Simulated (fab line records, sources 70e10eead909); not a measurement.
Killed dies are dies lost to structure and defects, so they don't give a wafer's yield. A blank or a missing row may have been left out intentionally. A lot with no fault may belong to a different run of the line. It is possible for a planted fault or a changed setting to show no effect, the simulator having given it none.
fab line records + flow nandHarc
[record]
- lots = 5
- wafers = 15
- lastDay = 24
route steps=1159 shown A_CHANNEL_HOLE_D1@489 A_CHANNEL_FILL_D1@490 A_STAIRCASE@519 END@1159
lots that met no fault: taken from a fault-free run of the same line
startH: hours from the record's first day to the start of the lot's first wafer shown + waitH: hours from the lot's prior step to this one + " as in the row above + L1.1+2: a row that stands for several wafers + - no value, or no start was given + * or withheld: withheld + < > ~ a bound
route shown NAME@n: NAME is a module with steps in the file, n the number in the route of the first one + usual: the fault-free wafers' mean and standard deviation + same: alike in all rows + chamber/n: place in a boat + sites: the reading at each site + _std_site: their standard deviation + _edge_site: mean of outer sites minus mean of inner sites + radiusMm: for every site, how far away it sits from the centre of the wafer + mask NAME#n: copy n + behind: tool/chamber where the wafer was last shaped + hold: what put the lot on hold/how long, in hours/how the hold closed + device: transistor that didn't switch, given as n, p or np + end of line: tests run on the same wafers once the route is complete + a step with no rows: only its recipe + killed: count of dies lost to structure and defects at first sort (not the wafer's yield) + map: dies across one wafer; x = killed, . = not, _ = none there
set.NAME: setting as actually run; set.NAME@STEP: the setting as run at that earlier step + model.NAME: the simulator's own value behind a step, which no gauge read
lots at selected steps of the route; one table per step, one row per wafer
services: from which hour (startH, from the record's first day; less than 0 if before it) a tool's chamber was out of use, for how many hours, and why
[[steps]]
[step NHARC_A_CHANNEL_HOLE_D1_INSPECT_40]
[usual]
- rawDefectCount = 62/18
| lot.wafer | tool             | chamber | startH | waitH | rawDefectCount |
|-----------|------------------|---------|--------|-------|----------------|
| L636.1    | defectInspect-01 | -       | 221.76 | -     | 78             |
| L636.2    | "                | -       | "      | "     | 64             |
| L636.6    | "                | -       | "      | "     | 64             |
| L644.2    | defectInspect-01 | -       | 272.09 | -     | 44             |
| L644.5    | "                | -       | "      | "     | 43             |
| L644.6    | "                | -       | "      | "     | 65             |
| L652.2    | defectInspect-01 | -       | 307.83 | -     | 56             |
| L652.5    | "                | -       | "      | "     | 46             |
| L652.6    | "                | -       | "      | "     | 58             |
| L651.4    | defectInspect-01 | -       | 309.57 | -     | 91             |
| L651.5    | "                | -       | "      | "     | 82             |
| L651.6    | "                | -       | "      | "     | 90             |
| L653.2    | defectInspect-01 | -       | 319.42 | -     | 85             |
| L653.3    | "                | -       | "      | "     | 90             |
| L653.6    | "                | -       | "      | "     | 53             |
[step NHARC_A_CHANNEL_FILL_D1_PRECLEAN_00]
[recipe]
- timeS = *
- tempC = 50
- bathAgeMin = 0
- chemistry = SC1
[step NHARC_A_CHANNEL_FILL_D1_SRD_01]
[step NHARC_A_CHANNEL_FILL_D1_ALD_02]
[recipe]
- targetThkA = 60
- pulseTimeS = 10
- aldCycles = 60
- tempC = 300
- material = SiO2
[usual]
- heaterPowerW = 462/51
- precursorPulseHeightRel = 0.998/0.02
| lot.wafer | tool     | chamber | startH | waitH | heaterPowerW | precursorPulseHeightRel |
|-----------|----------|---------|--------|-------|--------------|-------------------------|
| L636.1    | aldHk-03 | 3       | 221.95 | -     | 513          | 0.963                   |
| L636.2    | "        | 0       | "      | "     | 382          | 0.983                   |
| L636.6    | "        | 0       | "      | "     | 389          | 1.006                   |
| L644.2    | aldHk-01 | 3       | 273.25 | -     | 504          | 0.986                   |
| L644.6    | "        | 2       | "      | "     | 436          | 1.012                   |
| L644.5    | "        | 3       | "      | "     | 503          | 1.006                   |
| L652.2    | aldHk-02 | 2       | 308.31 | -     | 494          | 0.991                   |
| L652.6    | "        | 0       | "      | "     | 535          | 1.014                   |
| L652.5    | "        | 1       | "      | "     | 465          | 0.974                   |
| L651.4    | aldHk-01 | 3       | 309.77 | -     | 513          | 0.974                   |
| L651.6    | "        | 3       | "      | "     | 502          | 0.989                   |
| L651.5    | "        | 0       | "      | "     | 460          | 0.996                   |
| L653.3    | aldHk-03 | 3       | 319.61 | -     | 511          | 1.025                   |
| L653.2    | "        | 1       | "      | "     | 423          | 1.003                   |
| L653.6    | "        | 3       | "      | "     | 525          | 0.998                   |
[step NHARC_A_CHANNEL_FILL_D1_ALD_03]
[recipe]
- targetThkA = 60
- pulseTimeS = 60
- aldCycles = 58
- tempC = 630
- pressureTorr = 2
- material = SiNx
[step NHARC_A_CHANNEL_FILL_D1_ALD_14]
[recipe]
- targetThkA = 25
- pulseTimeS = 10
- aldCycles = 25
- tempC = 300
- material = SiO2
[step NHARC_A_CHANNEL_FILL_D1_ALD_15]
[recipe]
- targetThkA = 20
- pulseTimeS = 60
- aldCycles = 19
- tempC = 630
- pressureTorr = 2
- material = SiNx
[step NHARC_A_CHANNEL_FILL_D1_ALD_16]
[recipe]
- targetThkA = 15
- pulseTimeS = 10
- aldCycles = 15
- tempC = 300
- material = SiO2
[usual]
- heaterPowerW = 463/51
- precursorPulseHeightRel = 1.002/0.02
| lot.wafer | tool     | chamber | startH | waitH | heaterPowerW | precursorPulseHeightRel |
|-----------|----------|---------|--------|-------|--------------|-------------------------|
| L636.2    | aldHk-03 | 0       | 234.08 | 0.1   | 392          | 0.996                   |
| L636.1    | "        | 1       | "      | "     | 432          | 1.043                   |
| L636.6    | "        | 3       | "      | "     | 511          | 0.996                   |
| L644.2    | aldHk-01 | 1       | 284.95 | 0.1   | 537          | 0.998                   |
| L644.6    | "        | 0       | "      | "     | 454          | 1.027                   |
| L644.5    | "        | 1       | "      | "     | 536          | 1.017                   |
| L652.2    | aldHk-03 | 2       | 322.25 | 0.1   | 425          | 0.988                   |
| L652.6    | "        | 1       | "      | "     | 441          | 0.962                   |
| L652.5    | "        | 2       | "      | "     | 436          | 1.013                   |
| L651.4    | aldHk-03 | 1       | 322.47 | 0.3   | 423          | 0.976                   |
| L651.5    | "        | 2       | "      | "     | 433          | 0.980                   |
| L651.6    | "        | 3       | "      | "     | 502          | 1.017                   |
| L653.3    | aldHk-02 | 0       | 333.18 | 1.5   | 531          | 0.999                   |
| L653.2    | "        | 1       | "      | "     | 463          | 0.997                   |
| L653.6    | "        | 0       | "      | "     | 528          | 1.012                   |
[step NHARC_A_CHANNEL_FILL_D1_ANNEAL_17]
[recipe]
- tempC = 850
- timeS = 1800
[step NHARC_A_CHANNEL_FILL_D1_CVD_18]
[recipe]
- targetThkA = 30
- tempC = 550
- material = poly-Si
[step NHARC_A_CHANNEL_FILL_D1_ETCHBACK_19]
[recipe]
- targetDepthA = 50
- timeS = 1.7
- hbrFlowSccm = 150
- cl2FlowSccm = 50
- rfW = 400
- icpW = 400
- biasW = 100
- chemistry = HBr/Cl2
[usual]
- biasW = 99.99/0.28
- drypumpMotorCurrentA = 5.9/0.56
- oesProductAu = 1.000/0.0079
- throttleValvePct = 26.405/0.0087
| lot.wafer | tool     | chamber | startH | waitH | biasW  | drypumpMotorCurrentA | oesProductAu | rfHoursCounterH | throttleValvePct |
|-----------|----------|---------|--------|-------|--------|----------------------|--------------|-----------------|------------------|
| L636.1    | rieSi-04 | 1       | 246.00 | 0.4   | 99.98  | 6.7                  | 1.002        | 1.1             | 26.404           |
| L636.2    | "        | 2       | "      | "     | 99.74  | 5.8                  | 0.999        | 1.2             | 26.418           |
| L636.6    | "        | 1       | "      | "     | 99.95  | 6.7                  | 1.002        | -               | 26.416           |
| L644.2    | rieSi-05 | 2       | 296.58 | 0.4   | 99.77  | 5.7                  | 1.003        | 0.4             | 26.413           |
| L644.5    | "        | 3       | "      | "     | 100.50 | 6.3                  | 0.988        | -               | 26.411           |
| L644.6    | "        | 0       | "      | "     | 100.10 | 6.5                  | 0.990        | -               | 26.404           |
| L651.4    | rieSi-04 | 0       | 331.14 | 0.4   | 100.20 | 6.2                  | 0.999        | 0.3             | 26.398           |
| L651.5    | "        | 3       | "      | "     | 100.13 | 5.2                  | 1.010        | -               | 26.406           |
| L651.6    | "        | 0       | "      | "     | 100.23 | 6.2                  | 1.006        | -               | 26.398           |
| L652.2    | rieSi-06 | 3       | 331.17 | 0.4   | 100.16 | 6.4                  | 1.005        | 1.3             | 26.403           |
| L652.6    | "        | 0       | "      | "     | 99.65  | 5.7                  | 1.007        | -               | 26.395           |
| L652.5    | "        | 1       | "      | "     | 100.02 | 4.6                  | 1.001        | -               | 26.391           |
| L653.2    | rieSi-04 | 2       | 346.11 | 0.4   | 100.04 | 5.8                  | 1.003        | 0.5             | 26.401           |
| L653.3    | "        | 1       | "      | "     | 100.08 | 6.6                  | 1.002        | 0.5             | 26.406           |
| L653.6    | "        | 2       | "      | "     | 100.06 | 5.8                  | 0.991        | -               | 26.405           |
[step NHARC_A_CHANNEL_FILL_D1_ETCHBACK_20]
[recipe]
- targetDepthA = 270
- timeS = 13.5
- c4f8FlowSccm = withheld
- o2FlowSccm = 8
- arFlowSccm = withheld
- rfW = 600
- biasW = 1500
- chemistry = C4F8/O2/Ar
[step NHARC_A_CHANNEL_FILL_D1_STRIP_28]
[recipe]
- timeS = 20
- o2FlowSccm = 500
- arFlowSccm = 0
- biasW = 0
- chemistry = O2
[usual]
- drypumpMotorCurrentA = 5.6/0.57
- oesProductAu = 0.997/0.0076
- rfVppV = 57.6/0.89
- showerheadPlenumPTorr = 3.49/0.15
- throttleValvePct = 17.038/0.01
[same]
- biasW = 0
| lot.wafer | tool       | chamber | startH | waitH | drypumpMotorCurrentA | oesProductAu | rfHoursCounterH | rfVppV | showerheadPlenumPTorr | throttleValvePct |
|-----------|------------|---------|--------|-------|----------------------|--------------|-----------------|--------|-----------------------|------------------|
| L636.2    | rieDiel-13 | 0       | 246.21 | 0.1   | 4.6                  | 0.994        | 3.3             | 57.8   | 3.46                  | 17.027           |
| L636.1    | "          | 1       | "      | "     | 5.1                  | 1.005        | 3.5             | 55.4   | 3.35                  | 17.046           |
| L636.6    | "          | 2       | "      | "     | 5.1                  | 1.003        | -               | 57.5   | 3.35                  | 17.039           |
| L644.2    | rieDiel-08 | 0       | 296.77 | 0.1   | 6.5                  | 0.997        | 6.8             | 56.6   | 3.53                  | 17.029           |
| L644.6    | "          | 3       | "      | "     | 5.7                  | 1.010        | -               | 56.7   | 3.73                  | 17.027           |
| L644.5    | "          | 0       | "      | "     | 6.5                  | 0.989        | -               | 57.2   | 3.53                  | 17.029           |
| L652.2    | rieDiel-01 | 3       | 331.35 | 0.1   | 5.7                  | 0.999        | 1.1             | 57.5   | 3.28                  | 17.045           |
| L652.6    | "          | 2       | "      | "     | 5.7                  | 0.991        | -               | 57.7   | 3.69                  | 17.032           |
| L652.5    | "          | 3       | "      | "     | 5.7                  | 0.999        | -               | 56.7   | 3.28                  | 17.062           |
| L651.4    | rieDiel-13 | 0       | 331.36 | 0.1   | 4.6                  | 1.009        | 0.9             | 57.4   | 3.46                  | 17.043           |
| L651.6    | "          | 1       | "      | "     | 5.1                  | 0.997        | -               | 56.9   | 3.35                  | 17.037           |
| L651.5    | "          | 2       | "      | "     | 5.1                  | 0.999        | -               | 57.5   | 3.35                  | 17.053           |
| L653.3    | rieDiel-13 | 1       | 346.33 | 0.1   | 5.1                  | 0.997        | 1.3             | 57.6   | 3.35                  | 17.047           |
| L653.2    | "          | 2       | "      | "     | 5.1                  | 0.988        | 1.4             | 57.2   | 3.35                  | 17.031           |
| L653.6    | "          | 0       | "      | "     | 4.6                  | 0.999        | -               | 57.3   | 3.46                  | 17.052           |
[step NHARC_A_CHANNEL_FILL_D1_PRECLEAN_21]
[recipe]
- timeS = 30
- chemistry = dHF
[step NHARC_A_CHANNEL_FILL_D1_SRD_23]
[step NHARC_A_CHANNEL_FILL_D1_CVD_05]
[recipe]
- targetThkA = 50
- tempC = 550
- material = poly-Si
[step NHARC_A_CHANNEL_FILL_D1_ANNEAL_22]
[recipe]
- tempC = 620
- timeS = 7200
[step NHARC_A_CHANNEL_FILL_D1_ALD_25]
[recipe]
- targetThkA = 600
- pulseTimeS = 10
- aldCycles = 600
- tempC = 300
- material = SiOx
[step NHARC_A_CHANNEL_FILL_D1_ETCHBACK_08]
[recipe]
- targetDepthA = 2200
- timeS = 110
- c4f8FlowSccm = 20
- arFlowSccm = withheld
- rfW = 600
- biasW = 300
- chemistry = C4F8
[step NHARC_A_CHANNEL_FILL_D1_STRIP_29]
[recipe]
- timeS = 20
- o2FlowSccm = 500
- arFlowSccm = 0
- biasW = 0
- chemistry = O2
[usual]
- drypumpMotorCurrentA = 5.6/0.55
- oesProductAu = 0.998/0.0069
- rfVppV = 57.6/0.93
- showerheadPlenumPTorr = 3.51/0.16
- throttleValvePct = 17.037/0.011
[same]
- biasW = 0
| lot.wafer | tool       | chamber | startH | waitH | drypumpMotorCurrentA | oesProductAu | rfHoursCounterH | rfVppV | showerheadPlenumPTorr | throttleValvePct |
|-----------|------------|---------|--------|-------|----------------------|--------------|-----------------|--------|-----------------------|------------------|
| L636.1    | rieDiel-13 | 3       | -      | -     | 5.7                  | 0.986        | 4               | 59.2   | 3.60                  | 17.050           |
| L636.2    | "          | 0       | "      | "     | 4.6                  | 0.994        | 4               | 58.0   | 3.46                  | 17.034           |
| L636.6    | "          | 0       | "      | "     | 4.6                  | 1.004        | -               | 58.1   | 3.46                  | 17.049           |
| L644.2    | rieDiel-08 | 3       | -      | -     | 5.7                  | 1.002        | 0               | 58.3   | 3.73                  | 17.034           |
| L644.5    | "          | 1       | "      | "     | 5.8                  | 0.987        | -               | 56.3   | 3.31                  | 17.031           |
| L644.6    | "          | 2       | "      | "     | 6.2                  | 1.003        | -               | 58.9   | 3.70                  | 17.015           |
| L651.4    | rieDiel-08 | 1       | -      | -     | 5.8                  | 1.004        | 2               | 55.8   | 3.31                  | 17.052           |
| L651.5    | "          | 1       | "      | "     | 5.8                  | 1.013        | -               | 58.4   | 3.31                  | 17.028           |
| L651.6    | "          | 2       | "      | "     | 6.2                  | 1.007        | -               | 59.2   | 3.70                  | 17.044           |
| L652.2    | rieDiel-08 | 1       | -      | -     | 5.8                  | 0.998        | 2               | 56.1   | 3.31                  | 17.037           |
| L652.5    | "          | 1       | "      | "     | 5.8                  | 0.995        | -               | 57.9   | 3.31                  | 17.033           |
| L652.6    | "          | 2       | "      | "     | 6.2                  | 0.997        | -               | 56.6   | 3.70                  | 17.028           |
| L653.2    | rieDiel-13 | 0       | -      | -     | 4.6                  | 1.004        | 2               | 57.8   | 3.46                  | 17.037           |
| L653.3    | "          | 2       | "      | "     | 5.1                  | 0.989        | 2               | 56.9   | 3.35                  | 17.025           |
| L653.6    | "          | 0       | "      | "     | 4.6                  | 1.010        | -               | 57.7   | 3.46                  | 17.040           |
[step NHARC_A_CHANNEL_FILL_D1_PRECLEAN_30]
[recipe]
- timeS = 30
- chemistry = dHF
[step NHARC_A_CHANNEL_FILL_D1_SRD_31]
[step NHARC_A_CHANNEL_FILL_D1_CVD_09]
[recipe]
- targetThkA = 1500
- tempC = 620
- pressureMtorr = 200
- timeS = 3000
- material = poly-Si
[step NHARC_A_CHANNEL_FILL_D1_CMP_10]
[recipe]
- targetThkNm = 150
[step NHARC_A_CHANNEL_FILL_D1_SRD_12]
[step NHARC_A_CHANNEL_FILL_D1_RTA_24]
[recipe]
- tempC = 1000
- timeS = 5
[step NHARC_A_STAIRCASE_DEP_156]
[recipe]
- targetThkA = 500
- tempC = 400
- targetThkNm = 50
- flowSccm = 200
- rfW = 450
- material = SiNx
[step NHARC_A_STAIRCASE_DEHYDRATE_158]
[recipe]
- tempC = 150
- timeS = 120
[step NHARC_A_STAIRCASE_HMDS_159]
[recipe]
- timeS = 30
[step NHARC_A_STAIRCASE_COAT_160]
[recipe]
- spinRpm = 1200
[step NHARC_A_STAIRCASE_SOFTBAKE_161]
[recipe]
- tempC = 135
- timeS = 170
[step NHARC_A_STAIRCASE_EBR_162]
[step NHARC_A_STAIRCASE_EXPOSE_163]
[recipe]
- na = 0.5
- doseMj = 20.01
- maskId = STAIR_OPEN
[step NHARC_A_STAIRCASE_PEB_164]
[recipe]
- pebTempC = 115
- pebTimeS = 130
[step NHARC_A_STAIRCASE_DEVELOP_165]
[recipe]
- timeS = 140
[step NHARC_A_STAIRCASE_HARDBAKE_167]
[recipe]
- tempC = 120
- timeS = 140
[step NHARC_A_STAIRCASE_DESCUM_168]
[recipe]
- timeS = 3
- o2FlowSccm = 200
- arFlowSccm = 0
- biasPowerW = 0
- chemistry = O2
[usual]
- drypumpMotorCurrentA = 5.4/0.39
- oesProductAu = 1.002/0.0077
- rfVppV = 58.0/0.79
- showerheadPlenumPTorr = 1.96/0.08
- throttleValvePct = 11.311/0.0088
| lot.wafer | tool       | chamber | startH | waitH | drypumpMotorCurrentA | oesProductAu | rfHoursCounterH | rfVppV | showerheadPlenumPTorr | throttleValvePct |
|-----------|------------|---------|--------|-------|----------------------|--------------|-----------------|--------|-----------------------|------------------|
| L636.2    | rieDiel-02 | 2       | 271.00 | -     | 5.1                  | 1.001        | 45              | 59.6   | 2.06                  | 11.321           |
| L636.1    | "          | 0       | "      | "     | 5.8                  | 0.994        | 46              | 58.7   | 1.85                  | 11.319           |
| L636.6    | "          | 2       | "      | "     | 5.1                  | 1.003        | -               | 59.2   | 2.06                  | 11.321           |
| L644.2    | rieDiel-06 | 2       | 322.79 | -     | 5.3                  | 1.015        | 25              | 57.4   | 2.05                  | 11.325           |
| L644.5    | "          | 0       | "      | "     | 4.9                  | 1.005        | -               | 58.6   | 2.02                  | 11.302           |
| L644.6    | "          | 1       | "      | "     | 5.3                  | 0.996        | -               | 56.9   | 1.93                  | 11.315           |
| L651.4    | rieDiel-06 | 3       | 357.37 | -     | 4.7                  | 0.997        | 38              | 57.8   | 2.04                  | 11.314           |
| L651.6    | "          | 0       | "      | "     | 5.0                  | 1.006        | -               | 57.7   | 2.01                  | 11.297           |
| L651.5    | "          | 1       | "      | "     | 5.3                  | 1.017        | -               | 58.1   | 1.92                  | 11.315           |
| L652.2    | rieDiel-06 | 0       | 357.68 | -     | 5.0                  | 0.999        | 34              | 58.0   | 2.01                  | 11.302           |
| L652.5    | "          | 1       | "      | "     | 5.3                  | 1.019        | -               | 57.6   | 1.92                  | 11.318           |
| L652.6    | "          | 2       | "      | "     | 5.3                  | 1.005        | -               | 58.8   | 2.04                  | 11.318           |
| L653.2    | rieDiel-07 | 3       | 371.12 | -     | 5.5                  | 1.003        | 54              | 57.2   | 1.91                  | 11.307           |
| L653.3    | "          | 0       | "      | "     | 5.7                  | 0.993        | 51              | 59.2   | 1.98                  | 11.311           |
| L653.6    | "          | 0       | "      | "     | 5.7                  | 1.011        | -               | 59.0   | 1.98                  | 11.311           |
[step NHARC_END_SORT_01]
[recipe]
- tempC = 25
[usual]
- killedAtArray = 26/9.6
- killedAtOther = 0.7/0.92
- killedAtPeriphery = 3.8/2.7
- killedDies = 31/10
- killedOpen = 3.3/1.7
- killedShort = 1.8/1.3
[same]
- grossDies = 677
| lot.wafer | tool      | chamber | startH | waitH | killedAtArray | killedAtOther | killedAtPeriphery | killedDies | killedOpen | killedShort |
|-----------|-----------|---------|--------|-------|---------------|---------------|-------------------|------------|------------|-------------|
| L636.2    | prober-01 | 0       | 478.58 | 2.8   | 113           | 0             | 4                 | 117        | 4          | 1           |
// killed by level:class
L636.2 A_CHANNEL_FILL_D1:unspecified=87 A_CHANNEL_HOLE_D1:chamberFilmFlake=16 A_SLIT:chamberFilmFlake=3 P_CONTACT:geometricParticle:open=2 A_CONTACT:chamberFilmFlake=2 A_M1:chamberFilmFlake=2 P_M1:geometricParticle:open=1 A_CHANNEL_FILL_D1:geometricParticle:open=1
// map L636.2 (x killed, . not)
____________.____________
_________xxx...._________
_______xxxxx......_______
______xxxxxxx......______
_____xxxxxxxx......._____
____xxxxxxxxx........____
____xxxxxxxxx........____
___.xxxxxxxx..........___
___.xxxxxxxx..........___
__..xxxxxxxxx..........__
__..xxxxxxxxx..........__
_....xxxxxx............._
_....x.xxxx............._
_....x.x.x.............._
_......x................_
_......................._
..x............x.........
......x..................
.........................
......x..x...x...........
......x.x................
_.....x...x............._
_....xx................._
_...xxxxx..............._
_...xx.x................_
_....x.x...............x_
__.................x...__
__....................x__
___...................___
___.......x...........___
____.................____
____.................____
_____..............._____
______.............______
_______..x........_______
_________......._________
____________.____________
// map L653.3 (x killed, . not)
____________.____________
_________x......_________
_______xx........._______
______xxx..........______
_____xxxxx.........._____
____.xxx.............____
____xx..x............____
___x.x................___
___..xx..x............___
__.x...................__
__.....................__
_......................._
_......................._
_....x..........x......._
_......................._
_......................._
.........................
..........x..............
.........................
.........................
............x............
_.....x................._
_....x.................._
_......................x_
_x...................x.x_
_......................x_
__...................xx__
__....................x__
___.................xx___
___.................x.___
____.................____
____...............x.____
_____..............._____
______.............______
_______..........._______
_________...x..._________
____________.____________
[[services]]
| tool       | chamber | startH | hours | kind   |
|------------|---------|--------|-------|--------|
| rieDiel-06 | -       | 199.66 | 3.1   | repair |
| rieSi-06   | 0       | 202.24 | 6.4   | repair |
| rieDiel-08 | 2       | 204.65 | 9.6   | repair |
| rieDiel-08 | 0       | 212.16 | 3.6   | repair |
| rieSi-04   | 3       | 216.58 | 9.5   | repair |
| rieDiel-07 | 3       | 217.21 | 9.3   | repair |
| rieSi-05   | -       | 222.28 | 0.4   | repair |
| rieDiel-02 | 2       | 222.54 | 2.5   | repair |
| rieDiel-07 | -       | 228.36 | 9.0   | pm     |
| aldHk-01   | -       | 231.67 | 10.0  | pm     |
| rieDiel-02 | 3       | 235.05 | 5.9   | repair |
| rieDiel-01 | 0       | 235.40 | 6.1   | repair |
| rieDiel-08 | 1       | 236.58 | 2.9   | repair |
| rieDiel-06 | -       | 241.85 | 9.0   | pm     |
| rieDiel-08 | 3       | 274.85 | 5.2   | repair |
| rieDiel-13 | -       | 276.00 | 9.0   | pm     |
| rieSi-04   | -       | 276.00 | 9.0   | pm     |
| aldHk-02   | -       | 281.63 | 10.0  | pm     |
| rieDiel-06 | 0       | 284.88 | 9.7   | repair |
| rieDiel-08 | 2       | 300.10 | 15.0  | repair |
| rieDiel-06 | -       | 300.37 | 1.9   | repair |
| rieDiel-13 | 1       | 301.56 | 7.3   | repair |
| rieDiel-08 | -       | 301.85 | 9.0   | pm     |
| aldHk-03   | -       | 327.15 | 10.0  | pm     |
[[key]]
[firstSign]
- step = NHARC_END_SORT_01
- reading = killedAtArray
- direction = up
- sigmas = 9
- usual = 26
- struck = 113
[effect]
- step = NHARC_END_SORT_01
- reading = killedDies
- direction = up
- sigmas = 8.5
- usual = 31
- struck = 117
[moreKillsBornAt]
- NHARC_A_CHANNEL_FILL_D1_STRIP_28@rieDiel-13 = 87
metAt NHARC_A_CHANNEL_FILL_D1_STRIP_28
struckWafers L636.2
testerLeftOut L636
[fault]
- kind = chamberParticleSource
- tool = rieDiel-13
- chamber = 0
- onsetH = 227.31
- steps = NHARC_A_CHANNEL_FILL_D1_STRIP_28
- ratePerVisitCm2 = 1.8716
- endH = 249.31
// testerLeftOut: of these lots the tester's yield and bins aren't shown, on N5 and GAA mostly nor the transistor test; their killed dies are dies lost to structure and defects alone, not to doping, threshold or leakage, so they don't give the yield
